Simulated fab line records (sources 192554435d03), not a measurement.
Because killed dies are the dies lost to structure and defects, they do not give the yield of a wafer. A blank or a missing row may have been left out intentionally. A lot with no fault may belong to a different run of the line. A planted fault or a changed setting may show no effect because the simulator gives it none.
Matching of chambers | flow n5 finfet | ald sin-01 running N5_STI_FIN_REVEAL_ALD_14: 4 sister chambers
The step deposits Si3N4, target thk 3 nm. 18 wafers are shown with their chamber, then 9 later ones without.

== EACH WAFER AND ITS CHAMBER ==
wafer  | chamber | heater power w (W)
L081.4 | 3       | 903
L081.5 | 0       | 877
L081.6 | 1       | 694
L082.2 | 2       | 827
L082.3 | 3       | 877
L082.6 | 3       | 875
L083.1 | 0       | 888
L083.2 | 3       | 887
L083.4 | 2       | 819
L084.1 | 0       | 857
L084.2 | 2       | 802
L084.3 | 3       | 905
L091.2 | 2       | 815
L091.5 | 0       | 882
L091.6 | 1       | 700
L092.1 | 2       | 798
L092.4 | 1       | 698
L092.6 | 2       | 789

SIGNATURES, as means of the wafers listed above
reading        | chamber 0 | chamber 1 | chamber 2 | chamber 3 | scatter within a chamber
heater power w | 876.00    | 697.33    | 808.33    | 889.40    | 13
Rule: distance of a wafer from a chamber = root of the sum over the readings of ((wafer's reading minus chamber's mean) / reading's scatter) squared. If the next closest chamber is less than 2 further off than the closest, the wafer can't be placed; otherwise it belongs to the closest. The scatter: take each reading less its chamber's mean, square it, sum over the shown wafers, divide by the number of wafers less the number of chambers, and take the root.

== WAFERS WHOSE CHAMBER IS MISSING ==
wafer  | heater power w (W)
L093.3 | 882
L093.4 | 705
L093.6 | 824
L094.1 | 703
L094.2 | 876
L094.6 | 875
L097.1 | 802
L097.2 | 915
L097.5 | 807

== THE CHAMBER EACH PASSED THROUGH ==
wafer  | from the rows above     | in truth
L093.3 | can't be placed: 0 or 3 | 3
L093.4 | 1                       | 1
L093.6 | 2                       | 2
L094.1 | 1                       | 1
L094.2 | can't be placed: 0 or 3 | 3
L094.6 | can't be placed: 0 or 3 | 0
L097.1 | 2                       | 2
L097.2 | can't be placed: 3 or 0 | 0
L097.5 | 2                       | 2
Correctly placed: 5 of 9. From these rows, 4 cannot be placed; in 4 the true chamber is one of the candidates. Wrongly placed: 0.
